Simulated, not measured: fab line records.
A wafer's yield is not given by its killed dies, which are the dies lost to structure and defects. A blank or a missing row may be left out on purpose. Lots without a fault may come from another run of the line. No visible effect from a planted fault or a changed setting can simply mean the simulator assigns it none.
fab line records	flow n5_finfet	part 2 of 2: steps 5 to 6 of 6
record lots=23	wafers=69	last_day=18
route steps=1938 shown BEOL_M9@1435 BEOL_M11@1539
lots that met no fault: taken from a fault-free run of the same line
start_h: hours from the record's first day to the start of the lot's first wafer shown	wait_h: time in hours since the lot's previous step	" repeats the value in the row above	L1.1+2: a single row standing in for several wafers	- either no value or no given start	* or withheld: withheld	< > ~ a bound
route shown NAME@n: a module of which the file shows steps, and the number in the route of the first	usual: mean/standard deviation taken from wafers without a fault	same: alike in all rows	chamber/n: place in a boat	sites: readings site by site	_std_site: the standard deviation of these	_edge_site: inner sites' mean taken away from outer sites' mean	radius_mm: for every site, how far away it sits from the centre of the wafer	mask NAME#n: copy n	behind: the tool/chamber that last shaped the wafer	hold: cause of the lot's hold/its duration in hours/its outcome	device: transistor that didn't switch, given as n, p or np	end of line: the same wafers' tests at the end of the route	for a step that has no rows: nothing shown but its recipe	killed: not the wafer's yield, but the dies lost to structure and defects at the first sort	map: the dies of a wafer, with x for killed, . for not killed, _ for no die there
set.NAME: the setting that was run; set.NAME@STEP: the one run at that earlier step	model.NAME: the simulator's own value behind a step, which no gauge read
route steps across a sampled set of lots; one table per step, one row per wafer
services: from which hour (start_h, from the record's first day; less than 0 if before it) a tool's chamber was out of use, for how many hours, and why
## steps
# step N5_BEOL_M11_STRIP_77
# recipe chemistry=N2/H2	time_s=10	power_w=450	temp_c=40	pressure_mtorr=20	rf_frequency_hz=6e+07	bias_power_w=7	n2_flow_sccm=200	h2_flow_sccm=200
# usual drypump_motor_current_A=5.6/0.4	oes_product_au=0.79/0.082	rf_vpp_V=59.2/0.79	showerhead_plenum_p_Torr=2.52/0.09	throttle_valve_pct=23.6/0.38
lot.wafer	tool	chamber	start_h	wait_h	drypump_motor_current_A	oes_product_au	rf_hours_counter_h	rf_vpp_V	showerhead_plenum_p_Torr	throttle_valve_pct
L074.2	rie_diel-03	1	-	-	4.9	0.92	19	58.6	2.62	24.0
L074.3	"	2	"	"	5.9	0.71	231	57.3	2.40	23.6
L074.5	"	3	"	"	5.9	0.88	-	58.9	2.55	23.2
L075.2	rie_diel-05	1	-	-	5.5	0.73	183	59.0	2.41	23.1
L075.4	"	2	"	"	5.8	0.72	156	58.6	2.53	24.0
L075.6	"	3	"	"	5.5	0.81	-	60.8	2.54	23.7
L078.1	rie_diel-04	0	-	-	6.3	0.82	65	58.5	2.48	24.1
L078.2	"	3	"	"	5.4	0.84	54	59.2	2.70	23.2
L078.5	"	0	"	"	6.3	0.82	-	58.5	2.48	24.0
L077.1	rie_diel-04	1	-	-	5.0	0.97	0	59.8	2.48	23.1
L077.2	"	3	"	"	5.4	0.84	54	58.9	2.70	23.2
L077.3	"	0	"	"	6.2	0.82	66	58.9	2.48	24.0
L076.3	rie_diel-05	0	-	-	6.1	0.90	46	59.7	2.49	23.4
L076.4	"	2	"	"	5.8	0.73	-	58.5	2.53	24.0
L076.6	"	0	"	"	6.1	0.90	-	58.4	2.49	23.4
L079.1	rie_diel-03	1	-	-	4.9	0.89	33	58.9	2.61	24.1
L079.3	"	3	"	"	5.9	0.85	52	59.4	2.55	23.2
L079.5	"	0	"	"	5.8	0.69	-	59.7	2.63	24.1
L080.4	rie_diel-03	2	-	-	6.0	0.69	246	58.7	2.40	23.6
L080.5	"	3	"	"	5.9	0.85	-	59.5	2.55	23.2
L080.6	"	2	"	"	6.0	0.68	-	58.5	2.40	23.6
L081.2	rie_diel-04	3	-	-	5.4	0.83	62	58.5	2.70	23.2
L081.3	"	0	"	"	6.3	0.82	74	58.8	2.47	24.1
L081.4	"	1	"	"	5.0	0.93	7	60.2	2.47	23.1
L082.3	rie_diel-03	1	-	-	4.9	0.89	36	59.5	2.61	24.1
L082.4	"	0	"	"	5.8	0.69	206	59.7	2.63	24.1
L082.6	"	0	"	"	5.8	0.69	-	60.8	2.63	24.1
L084.2	rie_diel-05	1	-	-	5.5	0.71	194	59.1	2.40	23.1
L084.3	"	2	"	"	5.8	0.72	170	60.2	2.53	24.0
L084.6	"	1	"	"	5.5	0.72	-	58.3	2.40	23.1
L083.1	rie_diel-05	0	-	-	6.1	0.87	63	58.2	2.48	23.4
L083.4	"	1	"	"	5.5	0.72	-	57.7	2.40	23.1
L083.5	"	2	"	"	5.8	0.71	-	58.4	2.52	24.0
L085.3	rie_diel-05	1	-	-	5.5	0.71	201	58.8	2.40	23.1
L085.5	"	2	"	"	5.7	0.70	-	60.0	2.52	24.0
L085.6	"	1	"	"	5.5	0.71	-	58.7	2.40	23.1
L088.1	rie_diel-05	3	-	-	5.4	0.79	115	60.4	2.53	23.7
L088.5	"	0	"	"	6.1	0.87	-	58.7	2.48	23.4
L088.6	"	3	"	"	5.5	0.80	-	59.9	2.53	23.7
L086.2	rie_diel-05	2	-	-	5.8	0.70	182	60.1	2.52	24.1
L086.3	"	1	"	"	5.5	0.71	207	58.8	2.40	23.1
L086.6	"	1	"	"	5.5	0.71	-	59.8	2.40	23.1
L089.1	rie_diel-04	3	-	-	5.4	0.80	79	59.6	2.69	23.2
L089.2	"	0	"	"	6.3	0.79	89	59.0	2.47	24.1
L089.6	"	3	"	"	5.4	0.80	-	60.7	2.69	23.2
L087.1	rie_diel-03	0	-	-	5.8	0.68	221	59.4	2.62	24.1
L087.2	"	1	"	"	4.9	0.86	51	59.2	2.60	24.1
L087.5	"	3	"	"	5.9	0.83	-	57.9	2.54	23.2
L090.1	rie_diel-03	2	-	-	6.0	0.97	5	59.5	2.71	23.3
L090.4	"	0	"	"	5.8	0.68	222	60.4	2.62	24.1
L090.5	"	3	"	"	5.9	0.83	-	59.2	2.54	23.2
L092.2	rie_diel-04	3	-	-	5.4	0.81	80	59.5	2.69	23.2
L092.3	"	0	"	"	6.3	0.80	90	58.8	2.47	24.1
L092.6	"	3	"	"	5.4	0.81	-	58.5	2.69	23.2
L091.1	rie_diel-04	2	-	-	5.0	0.71	218	59.4	2.41	23.8
L091.4	"	0	"	"	6.3	0.79	95	58.9	2.46	24.1
L091.5	"	1	"	"	5.0	0.87	-	60.3	2.47	23.1
L093.2	rie_diel-05	0	-	-	6.1	0.85	79	60.1	2.48	23.4
L093.5	"	0	"	"	6.1	0.85	-	59.8	2.48	23.4
L093.6	"	3	"	"	5.4	0.78	-	58.5	2.53	23.8
L094.2	rie_diel-03	0	-	-	5.8	0.67	233	60.1	2.62	24.1
L094.3	"	1	"	"	4.9	0.84	64	58.2	2.60	24.1
L094.4	"	3	"	"	5.9	0.82	84	59.7	2.53	23.3
L097.2	rie_diel-05	2	-	-	5.8	0.70	193	59.6	2.52	24.1
L097.4	"	0	"	"	6.1	0.85	83	60.3	2.47	23.4
L097.5	"	2	"	"	5.8	0.70	-	59.2	2.52	24.0
L096.3	rie_diel-05	2	-	-	5.8	0.69	196	60.6	2.52	24.1
L096.4	"	3	"	"	5.5	0.77	130	59.0	2.53	23.8
L096.5	"	0	"	"	6.1	0.85	-	59.6	2.47	23.4
# step N5_BEOL_M11_SPUTTER_48
# recipe material=Cu	target_thk_a=120	temp_c=-20	bias_v=60	power_w=26000	chamber_pressure_pa=0.13	time_s=2
# usual cathode_dc_power_W=26000/4.5	throttle_valve_pct=29.7/0.86
lot.wafer	tool	chamber	start_h	wait_h	cathode_dc_power_W	throttle_valve_pct
L074.2	pvd_sputter-03	-	231.08	0.2	25999	29.2
L074.3	"	-	"	"	26002	29.4
L074.5	"	-	"	"	25999	30.4
L075.2	pvd_sputter-03	-	244.63	0.2	25999	30.4
L075.4	"	-	"	"	25998	29.3
L075.6	"	-	"	"	26004	29.5
L078.1	pvd_sputter-03	-	248.81	0.1	26003	30.5
L078.2	"	-	"	"	25996	30.2
L078.5	"	-	"	"	25996	29.3
L077.1	pvd_sputter-03	-	248.97	0.1	26000	29.1
L077.2	"	-	"	"	26001	30.5
L077.3	"	-	"	"	25992	30.4
L076.3	pvd_sputter-03	-	251.63	0.1	25994	30.5
L076.4	"	-	"	"	25997	28.8
L076.6	"	-	"	"	25996	29.0
L079.1	pvd_sputter-01	-	273.58	0.1	25997	30.1
L079.3	"	-	"	"	25993	29.0
L079.5	"	-	"	"	26002	28.9
L080.4	pvd_sputter-02	-	273.90	0.1	25995	29.3
L080.5	"	-	"	"	26007	28.5
L080.6	"	-	"	"	26002	29.3
L081.2	pvd_sputter-01	-	274.32	0.3	26002	30.0
L081.3	"	-	"	"	26004	29.3
L081.4	"	-	"	"	26001	32.5
L082.3	pvd_sputter-03	-	284.45	0.1	26002	29.0
L082.4	"	-	"	"	25997	29.3
L082.6	"	-	"	"	25999	30.5
L084.2	pvd_sputter-03	-	292.63	0.1	25999	30.6
L084.3	"	-	"	"	26000	30.4
L084.6	"	-	"	"	25999	29.7
L083.1	pvd_sputter-03	-	300.71	0.1	25997	30.5
L083.4	"	-	"	"	25994	30.3
L083.5	"	-	"	"	25996	29.0
L085.3	pvd_sputter-02	-	307.61	0.1	26009	29.1
L085.5	"	-	"	"	25997	29.4
L085.6	"	-	"	"	26000	28.0
L088.1	pvd_sputter-03	-	321.30	0.1	26001	29.3
L088.5	"	-	"	"	26005	29.3
L088.6	"	-	"	"	25997	29.2
L086.2	pvd_sputter-02	-	324.78	0.1	26003	28.1
L086.3	"	-	"	"	26005	29.0
L086.6	"	-	"	"	26007	29.5
L089.1	pvd_sputter-03	-	326.40	0.2	26009	30.6
L089.2	"	-	"	"	26010	28.9
L089.6	"	-	"	"	26007	30.6
L087.1	pvd_sputter-02	-	326.44	0.1	26000	29.5
L087.2	"	-	"	"	25995	29.2
L087.5	"	-	"	"	26001	28.3
L090.1	pvd_sputter-03	-	329.58	0.1	26006	29.0
L090.4	"	-	"	"	26003	29.3
L090.5	"	-	"	"	25996	29.1
L092.2	pvd_sputter-03	-	330.62	0.2	25990	29.3
L092.3	"	-	"	"	25998	28.9
L092.6	"	-	"	"	26000	29.4
L091.1	pvd_sputter-01	-	340.63	0.3	26008	30.0
L091.4	"	-	"	"	26003	30.8
L091.5	"	-	"	"	26005	30.0
L093.2	pvd_sputter-02	-	348.22	0.1	25999	29.7
L093.5	"	-	"	"	26003	29.0
L093.6	"	-	"	"	26009	29.3
L094.2	pvd_sputter-03	-	364.34	0.1	26002	28.9
L094.3	"	-	"	"	26001	29.5
L094.4	"	-	"	"	26003	30.5
L097.2	pvd_sputter-03	-	365.27	0.1	25996	30.3
L097.4	"	-	"	"	25995	29.4
L097.5	"	-	"	"	26002	29.3
L096.3	pvd_sputter-01	-	375.53	0.1	26003	29.2
L096.4	"	-	"	"	25997	30.3
L096.5	"	-	"	"	25996	30.0
## services
tool	chamber	start_h	hours	kind
pecvd-01	2	187.26	6.8	repair
pecvd-03	-	195.49	2.4	repair
rie_diel-04	-	199.56	1.0	repair
pecvd-03	0	221.79	5.5	scheduled_down
rie_diel-04	1	231.91	-	clean
rie_diel-04	1	231.91	-	consumable_replace:focus_ring
rie_diel-04	1	231.91	14.9	scheduled_down
rie_diel-04	1	231.91	14.9	vent_cycle
rie_diel-05	-	243.98	0.4	repair
rie_diel-05	1	248.26	8.4	repair
rie_diel-05	-	265.91	4.3	pm
pecvd-01	-	266.59	2.8	pm
rie_diel-05	-	283.06	1.3	repair
rie_diel-03	2	284.87	-	clean
rie_diel-03	2	284.87	-	consumable_replace:focus_ring
rie_diel-03	2	284.87	-	consumable_replace:showerhead
rie_diel-03	2	284.87	22.5	scheduled_down
rie_diel-03	2	284.87	22.5	vent_cycle
rie_diel-04	2	310.40	11.5	repair
pecvd-03	0	344.56	12.3	repair
rie_diel-05	0	359.28	1.5	repair
pecvd-01	1	365.10	21.0	repair
pvd_sputter-02	-	366.38	0.7	repair
rie_diel-05	3	373.86	6.3	repair
